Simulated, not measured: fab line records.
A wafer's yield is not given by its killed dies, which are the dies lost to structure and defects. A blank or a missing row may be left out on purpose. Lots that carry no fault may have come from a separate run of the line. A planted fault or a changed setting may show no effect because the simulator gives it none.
fab line records    flow n5Finfet
record lots=9  wafers=26  lastDay=17
route steps=1938 shown BEOL_M4@1111 BEOL_M7@1308 BEOL_M8@1332 PASSIVATION@1936
lots untouched by any fault: they come from a run of this same line in which no faults occurred
startH: start of the lot's first displayed wafer, in hours after the record's first day    waitH: how many hours have passed since the lot's step before this one    " repeats the value in the row above    L1.1+2: a single row standing in for several wafers    - either no value or no given start    * or withheld: withheld    < > ~ a bound
route shown NAME@n: names a module that has steps shown in the file, with the first one's number in the route    usual: mean and standard deviation over wafers with no fault    same: alike in all rows    chamber/n: place in a boat    sites: the reading at each site    _std_site: standard deviation across them    _edge_site: outer sites' mean less inner sites'    radiusMm: how far each site lies from the wafer's centre    mask NAME#n: copy n    behind: the last tool/chamber to shape the wafer    hold: why the lot was held/for how many hours/how that ended    device: the transistor (n, p or np) that didn't switch    end of line: at the end of the route, the tests of the same wafers    step lacking rows: just its recipe    killed: at the first sort, the dies lost to defects and structure; wafer yield is something else    map: per-die view of a wafer (x killed, . not killed, _ where there is no die)
set.NAME: the setting that was run; set.NAME@STEP: the one run at that earlier step    model.NAME: the simulator's own value behind a step, which no gauge read
the route's steps for a sample of lots (tables are steps, rows are wafers)
services: a tool's chamber out of use, with start hour (startH, from the record's first day; less than 0 if before it), hours out, and reason
## steps
# step N5_BEOL_M4_RC_MEAS_101
# usual DIBL_N=37.1/1.9  DIBL_P=37.2/2.3  IOFF_N=0.18/0.04  IOFF_P=0.23/0.044  ION_N=682/11  ION_P=468/8.6  SS_N=71.9/0.68  SS_P=73.5/0.74  VT_N=248/3.4  VT_P=-248/3.4
lot.wafer  tool       chamber  startH  waitH  DIBL_N[mV/V]  DIBL_P[mV/V]  IOFF_N[nA/um]  IOFF_P[nA/um]  ION_N[uA/um]  ION_P[uA/um]  SS_N[mV/dec]  SS_P[mV/dec]  VT_N[mV]  VT_P[mV]
L120.2     prober-02  0        187.97  0.2    38.1          37.6          0.21           0.31           687           479           72.3          74.1          246       -240
L120.3     "          0        "       "      35.6          34.7          0.15           0.24           673           473           71.4          73.8          248       -245
L120.6     "          0        "       "      35.8          34.2          0.16           0.24           680           473           70.9          73.1          247       -246
L121.2     prober-01  0        190.67  0.2    36.9          36.5          0.16           0.24           675           468           72.0          73.9          249       -244
L121.3     "          0        "       "      37.0          37.8          0.17           0.28           681           473           72.5          74.3          250       -245
L121.5     "          0        "       "      34.1          34.2          0.12           0.20           673           469           70.9          72.2          253       -248
L126.1     prober-02  0        216.78  0.0    35.6          34.3          0.13           0.16           683           460           71.8          72.7          252       -254
L126.3     "          0        "       "      36.6          35.9          0.17           0.19           696           481           71.9          72.9          249       -253
L126.6     "          0        "       "      37.1          36.2          0.17           0.20           693           474           71.8          73.7          248       -252
L128.4     prober-02  0        235.29  0.5    38.6          40.8          0.19           0.26           694           468           72.2          74.1          248       -250
L128.5     "          0        "       "      39.9          42.4          0.22           0.29           702           486           71.9          75.0          246       -244
L128.6     "          0        "       "      34.0          34.9          0.12           0.18           671           468           70.4          72.1          254       -251
L134.1     prober-02  0        265.64  0.0    38.1          37.8          0.16           0.21           685           469           71.9          73.6          250       -252
L134.3     "          0        "       "      37.3          37.4          0.18           0.22           687           471           72.5          73.9          247       -251
L134.5     "          0        "       "      37.4          37.3          0.16           0.21           676           470           72.7          72.8          251       -251
L135.1     prober-01  0        280.75  0.0    38.3          37.5          0.19           0.26           698           484           71.2          74.0          245       -244
L135.2     "          0        "       "      40.2          38.8          0.24           0.30           688           465           72.5          74.3          244       -245
L135.6     "          0        "       "      40.9          40.6          0.25           0.33           693           476           72.6          73.9          244       -244
L137.1     prober-01  0        292.97  0.0    37.6          40.2          0.21           0.29           688           473           72.1          74.6          246       -246
L137.5     "          0        "       "      37.4          39.5          0.19           0.26           681           464           71.8          74.0          247       -246
L137.6     "          0        "       "      41.7          43.6          0.32           0.37           699           477           73.5          75.8          240       -244
L139.1     prober-01  0        294.81  0.0    36.3          37.3          0.19           0.26           689           471           72.2          73.4          246       -245
L139.5     "          0        "       "      32.8          33.6          0.13           0.20           652           457           71.2          71.7          253       -250
L140.2     prober-02  0        297.97  0.2    36.4          36.7          0.17           0.21           672           459           71.2          73.0          248       -252
L140.3     "          0        "       "      36.8          36.7          0.17           0.22           671           454           72.2          73.5          248       -250
L140.6     "          0        "       "      37.0          37.2          0.18           0.23           675           460           71.9          73.8          247       -250
# step N5_BEOL_M7_TRENCH_ETCH_37
# recipe chemistry=C4F6/O2  targetDepthA=934.78  target=SiCOH_lowk  timeS=31.2  ionEnergyEv=250  pressureMtorr=30  sourceW=345  biasW=185  Ar_flow_sccm=300  C4F6_flow_sccm=10  O2_flow_sccm=10
# usual drypumpMotorCurrentA=5.8/0.41  oesProductAu=0.78/0.058  rfVppV=662/8.7  showerheadPlenumPTorr=2.87/0.12  throttleValvePct=20.89/0.28
lot.wafer  tool        chamber  startH  waitH  drypumpMotorCurrentA  oesProductAu  rfHoursCounterH  rfVppV  showerheadPlenumPTorr  throttleValvePct
L120.2     rieDiel-06  1        -       -      6.2                   0.84          58               653     2.78                   20.60
L120.3     "           2        "       "      6.0                   0.80          90               671     2.98                   20.70
L120.6     "           2        "       "      6.0                   0.81          -                671     2.98                   20.70
L121.2     rieDiel-04  1        -       -      5.6                   0.70          220              674     2.83                   21.05
L121.3     "           2        "       "      5.3                   0.81          103              657     2.74                   21.00
L121.5     "           2        "       "      5.4                   0.81          -                657     2.74                   20.97
L126.1     rieDiel-02  1        -       -      5.6                   0.86          65               653     3.00                   20.63
L126.3     "           0        "       "      5.1                   0.74          176              669     2.98                   21.33
L126.6     "           1        "       "      5.7                   0.86          -                653     3.00                   20.63
L128.4     rieDiel-04  0        -       -      5.6                   0.88          36               669     2.76                   20.51
L128.5     "           0        "       "      5.6                   0.88          -                671     2.76                   20.54
L128.6     "           1        "       "      5.5                   0.68          -                675     2.82                   21.04
L134.1     rieDiel-04  3        -       -      6.0                   0.85          58               651     2.88                   21.01
L134.3     "           2        "       "      5.3                   0.79          127              658     2.73                   21.04
L134.5     "           2        "       "      5.3                   0.79          -                656     2.73                   21.04
L135.1     rieDiel-02  1        -       -      5.6                   0.83          88               652     2.99                   20.65
L135.2     "           2        "       "      6.5                   0.74          124              653     2.72                   21.25
L135.6     "           3        "       "      5.9                   0.79          -                663     3.01                   20.57
L137.1     rieDiel-02  0        -       -      5.1                   0.71          201              667     2.97                   21.36
L137.5     "           2        "       "      6.5                   0.74          -                652     2.72                   21.26
L137.6     "           3        "       "      5.9                   0.79          -                662     3.01                   20.55
L139.1     rieDiel-02  2        -       -      6.5                   0.75          127              654     2.72                   21.26
L139.5     "           2        "       "      6.5                   0.76          -                655     2.72                   21.24
L140.2     rieDiel-02  0        -       -      5.1                   0.72          204              668     2.97                   21.38
L140.3     "           2        "       "      6.5                   0.74          130              654     2.72                   21.26
L140.6     "           1        "       "      5.6                   0.83          -                654     2.99                   20.66
# step N5_BEOL_M7_STRIP_80
# recipe chemistry=N2/H2  timeS=10  powerW=450  tempC=40  pressureMtorr=20  rfFrequencyHz=6e+07  biasPowerW=7  n2FlowSccm=200  h2FlowSccm=200
# usual drypumpMotorCurrentA=5.8/0.41  oesProductAu=0.78/0.057  rfVppV=59.2/0.89  showerheadPlenumPTorr=2.56/0.1  throttleValvePct=23.6/0.33
lot.wafer  tool        chamber  startH  waitH  drypumpMotorCurrentA  oesProductAu  rfHoursCounterH  rfVppV  showerheadPlenumPTorr  throttleValvePct
L120.2     rieDiel-06  1        -       -      6.2                   0.84          58               60.8    2.49                   23.3
L120.3     "           2        "       "      6.0                   0.82          90               60.7    2.65                   23.3
L120.6     "           2        "       "      6.0                   0.83          -                59.9    2.65                   23.3
L121.2     rieDiel-04  1        -       -      5.5                   0.71          220              58.6    2.49                   23.5
L121.3     "           2        "       "      5.4                   0.82          103              59.3    2.44                   23.8
L121.5     "           2        "       "      5.4                   0.81          -                58.1    2.44                   23.8
L126.1     rieDiel-02  1        -       -      5.7                   0.87          65               59.8    2.70                   23.7
L126.3     "           0        "       "      5.1                   0.74          176              58.9    2.64                   23.9
L126.6     "           1        "       "      5.7                   0.87          -                58.6    2.70                   23.8
L128.4     rieDiel-04  0        -       -      5.6                   0.88          36               58.1    2.48                   23.3
L128.5     "           0        "       "      5.7                   0.87          -                58.6    2.48                   23.2
L128.6     "           1        "       "      5.5                   0.69          -                59.5    2.48                   23.5
L134.1     rieDiel-04  3        -       -      6.0                   0.84          58               59.6    2.56                   23.8
L134.3     "           2        "       "      5.4                   0.78          127              58.7    2.43                   23.8
L134.5     "           2        "       "      5.4                   0.79          -                59.0    2.43                   23.8
L135.1     rieDiel-02  1        -       -      5.6                   0.84          88               60.7    2.69                   23.8
L135.2     "           2        "       "      6.5                   0.76          124              58.8    2.45                   24.1
L135.6     "           3        "       "      5.9                   0.79          -                58.3    2.66                   23.0
L137.1     rieDiel-02  0        -       -      5.1                   0.71          201              58.5    2.63                   23.9
L137.5     "           2        "       "      6.5                   0.74          -                57.0    2.44                   24.1
L137.6     "           3        "       "      5.9                   0.79          -                59.2    2.66                   23.0
L139.1     rieDiel-02  2        -       -      6.5                   0.75          127              58.5    2.44                   24.1
L139.5     "           2        "       "      6.5                   0.76          -                58.4    2.44                   24.1
L140.2     rieDiel-02  0        -       -      5.1                   0.72          204              60.0    2.63                   23.9
L140.3     "           2        "       "      6.5                   0.75          130              58.0    2.44                   24.2
L140.6     "           1        "       "      5.6                   0.83          -                59.5    2.69                   23.8
# step N5_BEOL_M7_PRE_CLEAN_45
# recipe gas=H2/He  timeS=30  tempC=250
# usual heaterPowerW=352/28  susceptorTempC=250.00/0.15
lot.wafer  tool           chamber  startH  waitH  heaterPowerW  susceptorTempC
L120.2     pvdSputter-02  -        211.88  0.0    368           250.05
L120.3     "              -        "       "      375           250.07
L120.6     "              -        "       "      350           249.71
L121.2     pvdSputter-02  -        215.32  0.0    344           250.24
L121.3     "              -        "       "      384           249.81
L121.5     "              -        "       "      377           250.11
L126.1     pvdSputter-02  -        246.34  0.0    376           250.08
L126.3     "              -        "       "      335           249.86
L126.6     "              -        "       "      374           249.98
L128.4     pvdSputter-03  -        261.08  0.0    314           250.02
L128.5     "              -        "       "      308           250.15
L128.6     "              -        "       "      362           249.72
L134.1     pvdSputter-03  -        289.40  0.0    382           249.93
L134.3     "              -        "       "      334           249.85
L134.5     "              -        "       "      373           250.01
L135.1     pvdSputter-02  -        310.56  0.0    337           249.78
L135.2     "              -        "       "      365           250.12
L135.6     "              -        "       "      383           250.11
L137.1     pvdSputter-02  -        317.36  0.0    380           249.79
L137.5     "              -        "       "      341           249.86
L137.6     "              -        "       "      376           249.97
L139.1     pvdSputter-01  -        319.90  0.0    367           250.05
L139.5     "              -        "       "      369           249.85
L140.2     pvdSputter-03  -        327.22  0.0    387           250.04
L140.3     "              -        "       "      338           249.86
L140.6     "              -        "       "      327           249.92
# step N5_BEOL_M8_ILD_DEP_00
# recipe material=SiCOH_lowk  targetThkA=1797.5  tempC=300  precursor=DEMS/porogen  pressureTorr=5  rfW=500  timeS=33.4
# usual heaterPowerW=308/52  showerheadPlenumPTorr=5.728/0.019  showerheadVppV=1341/74  susceptorTempC=299.98/0.21  throttleValvePct=14.1/0.76
lot.wafer  tool      chamber  startH  waitH  heaterPowerW  showerheadPlenumPTorr  showerheadVppV  susceptorTempC  throttleValvePct
L120.2     pecvd-01  0        213.58  0.0    395           5.717                  1351            299.92          13.5
L120.3     "         0        "       "      383           5.722                  1372            300.22          13.5
L120.6     "         0        "       "      384           5.736                  1338            300.00          13.5
L121.2     pecvd-04  0        216.99  0.0    370           5.756                  1406            299.65          14.0
L121.3     "         2        "       "      397           5.719                  1305            299.85          13.3
L121.5     "         2        "       "      394           5.733                  1301            300.00          13.5
L126.1     pecvd-01  2        248.42  0.0    253           5.716                  1300            299.97          13.7
L126.3     "         1        "       "      258           5.693                  1414            300.04          15.3
L126.6     "         2        "       "      259           5.723                  1309            299.89          13.6
L128.4     pecvd-01  1        263.29  0.1    254           5.701                  1441            299.88          15.4
L128.5     "         2        "       "      250           5.724                  1324            299.77          13.6
L128.6     "         0        "       "      364           5.725                  1352            300.27          13.5
L134.1     pecvd-01  1        291.11  0.0    252           5.699                  1447            300.22          15.3
L134.3     "         0        "       "      335           5.717                  1349            299.94          13.3
L134.5     "         1        "       "      255           5.696                  1407            300.00          15.4
L135.1     pecvd-01  0        312.61  0.0    381           5.729                  1345            299.84          13.8
L135.2     "         1        "       "      273           5.690                  1432            300.03          15.5
L135.6     "         2        "       "      287           5.720                  1293            299.98          13.7
L137.1     pecvd-02  1        319.12  0.0    228           5.720                  1333            300.11          13.4
L137.5     "         0        "       "      369           5.742                  1397            300.20          15.1
L137.6     "         1        "       "      244           5.723                  1319            299.85          13.7
L139.1     pecvd-02  0        323.06  0.0    311           5.736                  1393            300.06          14.9
L139.5     "         2        "       "      307           5.729                  1163            300.18          13.6
L140.2     pecvd-04  0        329.12  0.0    298           5.753                  1408            299.88          14.1
L140.3     "         2        "       "      390           5.707                  1305            300.21          13.6
L140.6     "         1        "       "      331           5.752                  1329            300.05          14.2
# step N5_BEOL_M8_THK_MEAS_01
# recipe reads=SiCOH_lowk_of_BEOL_M8_ILD_DEP_00
# usual M8_ILD_THK=154.6/1.9
lot.wafer  tool          chamber  startH  waitH  M8_ILD_THK[nm]
L120.2     filmMetro-02  -        214.17  0.4    151.6
L120.3     "             -        "       "      155.1
L120.6     "             -        "       "      154.4
L121.2     filmMetro-02  -        217.57  0.4    152.6
L121.3     "             -        "       "      154.8
L121.5     "             -        "       "      156.2
L126.1     filmMetro-01  -        249.50  0.8    153.7
L126.3     "             -        "       "      154.5
L126.6     "             -        "       "      156.7
L128.4     filmMetro-02  -        263.85  0.2    154.0
L128.5     "             -        "       "      155.8
L128.6     "             -        "       "      154.7
L134.1     filmMetro-02  -        291.68  0.4    260.7
L134.3     "             -        "       "      156.1
L134.5     "             -        "       "      267.8
L135.1     filmMetro-02  -        313.76  0.8    263.5
L135.2     "             -        "       "      155.2
L135.6     "             -        "       "      268.6
L137.1     filmMetro-02  -        320.53  0.8    153.5
L137.5     "             -        "       "      153.0
L137.6     "             -        "       "      155.9
L139.1     filmMetro-02  -        323.64  0.4    153.0
L139.5     "             -        "       "      157.7
L140.2     filmMetro-02  -        329.70  0.4    153.1
L140.3     "             -        "       "      153.8
L140.6     "             -        "       "      153.7
# step N5_PASSIVATION_PROBE_49
# usual defectLimitedYield=91.5/1.4  killed_at_M0_to_M3=32/9.7  killed_at_M4_up=14/5.3  killedAtContacts=11/6  killedAtFrontEnd=39/14  killedAtOther=3.3/2.7  killedDies=100/17  killedOnRim=14/4  killedOpen=66/13  killedShort=32/7.4  sort_bin_4_leakage=0.02/0.16  sort_bin_5_function=4.9/0.9  sort_bin_6_memory=3.2/0.72  sortNPass=1080/17  sortYieldPct=91.5/1.4
# same grossDies=1180  killedAtBackSide=0  sort_bin_8_speed[%]=0
lot.wafer  tool       chamber  startH  waitH  defectLimitedYield[%]  killed_at_M0_to_M3  killed_at_M4_up  killedAtContacts  killedAtFrontEnd  killedAtOther  killedDies  killedOnRim  killedOpen  killedShort  sort_bin_4_leakage[%]  sort_bin_5_function[%]  sort_bin_6_memory[%]  sortNPass  sortYieldPct[%]
L120.2     prober-02  -        283.76  0.4    92.5                   28                  12               13                25                11             89          6            62          25           0                      4.7                     2.7                   1091       92.5
L120.3     prober-02  -        283.81  0.4    93.1                   29                  14               3                 32                4              82          8            45          37           0                      4.3                     2.3                   1098       93.1
L120.6     prober-02  -        283.96  0.6    91.9                   25                  17               6                 36                11             95          15           57          33           0                      5.1                     2.3                   1085       91.9
L121.2     prober-02  -        288.02  0.1    89.7                   43                  15               11                50                2              121         16           77          42           0                      6.8                     3.1                   1059       89.7
L121.3     prober-02  -        288.07  0.1    90.6                   44                  14               7                 42                4              111         20           68          40           0                      5.6                     3.3                   1069       90.6
L121.5     prober-02  -        288.17  0.2    90.9                   33                  10               7                 56                1              107         21           70          36           0                      4.7                     4.0                   1073       90.9
L126.1     prober-02  -        322.81  0.0    91.1                   25                  14               23                41                2              105         9            73          31           0                      5.6                     3.1                   1075       91.1
L126.3     prober-02  -        322.91  0.1    92.5                   30                  10               28                21                0              89          17           56          32           0                      4.5                     2.6                   1091       92.5
L126.6     prober-02  -        323.06  0.3    90.0                   59                  18               18                20                3              118         12           90          27           0                      6.2                     3.6                   1062       90.0
L128.4     prober-01  -        341.66  0.2    93.0                   31                  8                12                30                2              83          12           57          24           0                      4.0                     2.7                   1097       93.0
L128.5     prober-01  -        341.71  0.2    91.4                   34                  15               10                38                5              102         15           65          37           0                      5.8                     2.8                   1078       91.4
L128.6     prober-01  -        341.76  0.3    91.7                   36                  14               14                31                3              98          12           60          35           0                      4.5                     3.6                   1082       91.7
L134.1     prober-01  -        367.93  0.0    0                      29                  1107             11                30                3              1180        152          55          26           0                      97.2                    2.7                   0          0
L134.3     prober-01  -        368.03  0.1    90.9                   33                  11               9                 52                2              107         12           67          38           0                      4.9                     3.7                   1073       90.9
L134.5     prober-01  -        368.13  0.2    0                      25                  1109             6                 36                4              1180        152          52          28           0                      96.9                    2.9                   0          0
L135.1     prober-01  -        382.38  0.0    0                      29                  1083             17                49                2              1180        152          82          30           0                      96.1                    3.8                   0          0
L135.2     prober-01  -        382.43  0.1    88.7                   25                  11               14                82                1              133         12           83          50           0                      6.7                     4.4                   1047       88.7
L135.6     prober-01  -        382.63  0.3    0                      47                  1082             12                35                4              1180        152          82          28           0                      95.7                    4.1                   0          0
L137.1     prober-01  -        397.26  0.0    90.2                   35                  16               9                 50                6              116         18           83          31           0                      5.2                     4.6                   1064       90.2
L137.5     prober-01  -        397.46  0.2    91.4                   21                  15               10                49                6              101         10           71          28           0                      5.3                     3.1                   1079       91.4
L137.6     prober-01  -        397.51  0.3    92.3                   25                  13               3                 43                7              91          9            58          32           1.27                   4.3                     3.2                   1074       91.0
# killed by level:class
L120.2 MOL_CONTACT_COAG:geometricParticle:open=12 BEOL_M0:geometricParticle:open=7 BEOL_M1:geometricParticle:open=7 FIN_SAQP:geometricParticle:open=5 BEOL_M0_SAQP:geometricParticle:open=4 BEOL_M4:geometricParticle:open=4 PAD_METAL:geometricParticle:short=3 STI_FIN_REVEAL:geometricParticle:open=3
L120.3 FIN_SAQP:geometricParticle:short=9 BEOL_M0_SAQP:geometricParticle:short=8 BEOL_M3:geometricParticle:open=7 BEOL_M3:geometricParticle:short=5 FIN_SAQP:geometricParticle:open=4 BEOL_M7:geometricParticle:open=4 ILD0:geometricParticle:open=3 MOL_CONTACT_COAG:geometricParticle:open=3
L120.6 STI_FIN_REVEAL:geometricParticle:open=6 BEOL_M2:geometricParticle:open=6 STARTING-WAFER:geometricParticle:short=6 FIN_SAQP:geometricParticle:open=5 FIN_SAQP:geometricParticle:short=5 HKMG_FIN:areaEtch=5 MOL_CONTACT_COAG:geometricParticle:open=4 BEOL_M1:geometricParticle:open=4
L121.2 FIN_SAQP:geometricParticle:short=16 BEOL_M0_SAQP:geometricParticle:open=12 DUMMY_GATE:geometricParticle:open=8 MOL_CONTACT_COAG:geometricParticle:open=8 STI_FIN_REVEAL:geometricParticle:open=7 BEOL_M0_SAQP:geometricParticle:short=7 BEOL_M1:geometricParticle:open=7 FIN_SAQP:geometricParticle:open=6
L121.3 BEOL_M0_SAQP:geometricParticle:open=11 FIN_SAQP:geometricParticle:short=9 BEOL_M0_SAQP:geometricParticle:short=8 BEOL_M4:geometricParticle:open=7 GATE_CUT:geometricParticle:short=7 FIN_SAQP:geometricParticle:open=6 BEOL_M2:geometricParticle:open=6 BEOL_M3:geometricParticle:short=6
L121.5 STI_FIN_REVEAL:geometricParticle:open=23 BEOL_M0_SAQP:geometricParticle:open=10 FIN_SAQP:geometricParticle:short=8 BEOL_M0_SAQP:geometricParticle:short=6 GATE_CUT:geometricParticle:short=5 MOL_CONTACT_COAG:geometricParticle:open=5 BEOL_M3:geometricParticle:open=5 DUMMY_GATE:geometricParticle:open=4
L126.1 MOL_CONTACT_COAG:geometricParticle:open=19 STI_FIN_REVEAL:geometricParticle:open=14 BEOL_M2:geometricParticle:open=7 BEOL_M4:geometricParticle:short=7 BEOL_M3:geometricParticle:open=6 FIN_SAQP:geometricParticle:short=5 FIN_SAQP:geometricParticle:open=4 GATE_CUT:geometricParticle:short=4
L126.3 MOL_CONTACT_COAG:geometricParticle:open=22 BEOL_M0_SAQP:geometricParticle:short=9 BEOL_M0_SAQP:geometricParticle:open=7 FIN_SAQP:geometricParticle:short=6 MOL_CONTACT_COAG:geometricParticle:short=6 BEOL_M3:geometricParticle:open=6 BEOL_M2:geometricParticle:open=5 STI_FIN_REVEAL:geometricParticle:open=3
L126.6 MOL_CONTACT_COAG:geometricParticle:open=16 BEOL_M3:geometricParticle:open=14 BEOL_M2:geometricParticle:open=13 BEOL_M0_SAQP:geometricParticle:open=12 BEOL_M4:geometricParticle:open=9 STI_FIN_REVEAL:geometricParticle:open=8 BEOL_M0_SAQP:geometricParticle:short=7 BEOL_M0:geometricParticle:open=6
L128.4 MOL_CONTACT_COAG:geometricParticle:open=11 BEOL_M3:geometricParticle:open=9 STI_FIN_REVEAL:geometricParticle:open=6 FIN_SAQP:geometricParticle:short=5 BEOL_M0_SAQP:geometricParticle:short=5 BEOL_M0:geometricParticle:open=4 FIN_SAQP:geometricParticle:open=3 GATE_CUT:geometricParticle:short=3
L128.5 FIN_SAQP:geometricParticle:short=10 MOL_CONTACT_COAG:geometricParticle:open=10 BEOL_M4:geometricParticle:open=8 STI_FIN_REVEAL:geometricParticle:open=7 FIN_SAQP:geometricParticle:open=6 BEOL_M2:geometricParticle:open=6 BEOL_M3:geometricParticle:open=6 GATE_CUT:geometricParticle:short=5
L128.6 FIN_SAQP:geometricParticle:open=11 MOL_CONTACT_COAG:geometricParticle:open=11 BEOL_M0_SAQP:geometricParticle:short=9 BEOL_M2:geometricParticle:open=7 BEOL_M4:geometricParticle:open=7 FIN_SAQP:geometricParticle:short=6 BEOL_M1:geometricParticle:open=5 MOL_CONTACT_COAG:geometricParticle:short=3
L134.1 BEOL_M8:areaEtch=1096 MOL_CONTACT_COAG:geometricParticle:open=9 BEOL_M2:geometricParticle:open=8 STI_FIN_REVEAL:geometricParticle:open=7 BEOL_M0_SAQP:geometricParticle:short=7 BEOL_M0_SAQP:geometricParticle:open=5 FIN_SAQP:geometricParticle:open=4 FIN_SAQP:geometricParticle:short=3
L134.3 BEOL_M0_SAQP:geometricParticle:open=15 FIN_SAQP:geometricParticle:short=12 STI_FIN_REVEAL:geometricParticle:open=9 BEOL_M0_SAQP:geometricParticle:short=9 MOL_CONTACT_COAG:geometricParticle:open=8 STARTING-WAFER:geometricParticle:open=7 FIN_SAQP:geometricParticle:open=5 DUMMY_GATE:geometricParticle:open=5
L134.5 BEOL_M8:areaEtch=1099 STI_FIN_REVEAL:geometricParticle:open=10 FIN_SAQP:geometricParticle:short=7 BEOL_M2:geometricParticle:open=6 MOL_CONTACT_COAG:geometricParticle:open=5 BEOL_M0_SAQP:geometricParticle:short=4 BEOL_M0_SAQP:geometricParticle:open=4 BEOL_M7:geometricParticle:open=4
L135.1 BEOL_M8:areaEtch=1067 STI_FIN_REVEAL:geometricParticle:open=14 MOL_CONTACT_COAG:geometricParticle:open=13 BEOL_M3:geometricParticle:open=12 FIN_SAQP:geometricParticle:open=10 STI_FIN_REVEAL:geometricParticle:short=6 BEOL_M0_SAQP:geometricParticle:open=6 MOL_CONTACT_COAG:geometricParticle:short=4
L135.2 STI_FIN_REVEAL:geometricParticle:open=24 FIN_SAQP:geometricParticle:open=16 FIN_SAQP:geometricParticle:short=16 MOL_CONTACT_COAG:geometricParticle:open=10 BEOL_M3:geometricParticle:open=7 STI_FIN_REVEAL:geometricParticle:short=6 ILD0:geometricParticle:short=6 BEOL_M0_SAQP:geometricParticle:short=5
L135.6 BEOL_M8:areaEtch=1069 BEOL_M0_SAQP:geometricParticle:open=20 MOL_CONTACT_COAG:geometricParticle:open=11 BEOL_M0_SAQP:geometricParticle:short=11 STI_FIN_REVEAL:geometricParticle:open=9 FIN_SAQP:geometricParticle:open=8 FIN_SAQP:geometricParticle:short=7 BEOL_M3:geometricParticle:open=6
L137.1 FIN_SAQP:geometricParticle:open=11 BEOL_M2:geometricParticle:open=11 BEOL_M4:geometricParticle:open=10 MOL_CONTACT_COAG:geometricParticle:open=8 STI_FIN_REVEAL:geometricParticle:open=7 BEOL_M0_SAQP:geometricParticle:open=6 GATE_CUT:geometricParticle:short=6 BEOL_M3:geometricParticle:open=6
L137.5 FIN_SAQP:geometricParticle:open=15 MOL_CONTACT_COAG:geometricParticle:open=9 STI_FIN_REVEAL:geometricParticle:open=7 FIN_SAQP:geometricParticle:short=6 DUMMY_GATE:geometricParticle:open=6 BEOL_M0_SAQP:geometricParticle:short=6 BEOL_M0_SAQP:geometricParticle:open=6 BEOL_M4:geometricParticle:open=6
L137.6 FIN_SAQP:geometricParticle:open=10 DUMMY_GATE:geometricParticle:open=7 BEOL_M3:geometricParticle:open=7 BEOL_M4:geometricParticle:open=6 STARTING-WAFER:geometricParticle:open=6 ILD0:geometricParticle:short=4 BEOL_M1:geometricParticle:short=4 FIN_SAQP:geometricParticle:short=3
## services
tool        chamber  startH  hours  kind
rieDiel-06  2        187.71  4.6    repair
pecvd-01    2        202.38  -      clean
pecvd-01    2        202.38  -      consumableReplace:showerhead
pecvd-01    2        202.38  29.0   scheduledDown
pecvd-01    2        202.38  29.0   ventCycle
pecvd-01    0        232.98  16.5   scheduledDown
rieDiel-02  3        240.22  32.8   repair
pecvd-02    -        245.16  1.7    repair
rieDiel-04  1        279.44  3.4    repair
rieDiel-04  2        293.66  8.2    repair
pecvd-02    1        295.01  5.5    scheduledDown
pecvd-01    0        297.92  5.5    scheduledDown
pecvd-04    -        298.18  0.4    repair
pecvd-04    0        299.97  -      calibration
pecvd-04    -        310.59  0.5    repair
rieDiel-06  1        311.17  5.3    repair
rieDiel-04  1        317.63  -      clean
rieDiel-04  1        317.63  -      consumableReplace:focusRing
rieDiel-04  1        317.63  25.8   scheduledDown
rieDiel-04  1        317.63  25.8   ventCycle
pecvd-04    -        318.37  0.7    repair
## key
firstSign step=N5_BEOL_M8_THK_MEAS_01  reading=M8_ILD_THK  direction=up  sigmas=60  usual=154.6  struck=265.1
effect step=N5_PASSIVATION_PROBE_49  reading=killed_at_M4_up  direction=up  sigmas=99+  usual=14  struck=1095
moreKillsBornAt N5_BEOL_M8_ETCH_41@rieDiel-05=2195  N5_BEOL_M8_ETCH_41@rieDiel-01=2136
metAt N5_BEOL_M8_ILD_DEP_00
struckLots L134,L135
struckWafers L134.1,L134.5,L135.1,L135.6
laterRowsLeftOut L134.1,L134.5,L135.1,L135.6
notActingAt N5_BEOL_M7_TRENCH_ETCH_37,N5_BEOL_M7_STRIP_80,N5_BEOL_M7_PRE_CLEAN_45
onsetBetween 263.29 291.11
fault kind=processParameterDrift  tool=pecvd-01  chamber=-  onsetH=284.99  steps=N5_BEOL_M8_ILD_DEP_00  channel=timeS  offset=*  shape=step  endH=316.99  scope=struckWafersOnly  actsIn=*  stated=*
# laterRowsLeftOut: the simulator's readings of these wafers behind a module that went badly wrong aren't trusted and aren't shown, but for the sort
